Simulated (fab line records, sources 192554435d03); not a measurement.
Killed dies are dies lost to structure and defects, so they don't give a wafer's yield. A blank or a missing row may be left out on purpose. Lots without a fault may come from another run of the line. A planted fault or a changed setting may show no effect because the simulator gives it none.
Chamber matching | flow n5_finfet | N5_BEOL_M10_PECVD_70 on pecvd-02: 3 sister chambers
The step deposits SiO2 from TEOS/O2, target thk 20 nm, time 22.7 s. 3 wafers are shown with their chamber, then 7 later ones without.

WAFERS WITH THEIR CHAMBER
wafer  | chamber | throttle_valve_pct (%)
L082.1 | 1       | 21.4
L090.3 | 2       | 21.0
L090.5 | 0       | 22.7

WAFERS WITHOUT THEIR CHAMBER
wafer  | throttle_valve_pct (%)
L090.6 | 21.5
L095.3 | 21.2
L095.4 | 21.6
L095.5 | 21.4
L097.1 | 21.7
L097.2 | 22.8
L097.3 | 21.6

WHICH CHAMBER EACH WENT THROUGH
wafer  | from the rows above     | in truth
L090.6 | 1                       | 1
L095.3 | can't be placed: 1 or 2 | 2
L095.4 | 1                       | 1
L095.5 | 1                       | 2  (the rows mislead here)
L097.1 | 1                       | 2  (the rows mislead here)
L097.2 | 0                       | 0
L097.3 | 1                       | 1
Placed correctly: 4 of 7. Can't be placed from these rows: 1 (the true chamber is among the candidates in 1). Placed wrongly: 2.
How it was worked out, from the rows above alone: a wafer's distance from a chamber is the root of the sum, over the readings, of the square of ((its reading less the chamber's mean) divided by the reading's scatter). The wafer belongs to the nearest chamber; if the next one is less than 2 further off, it can't be placed. A chamber's mean is the mean of its shown wafers. The scatter: with one shown wafer a chamber, the root of the mean of the squares of how far each hidden wafer lies from its nearest shown one.
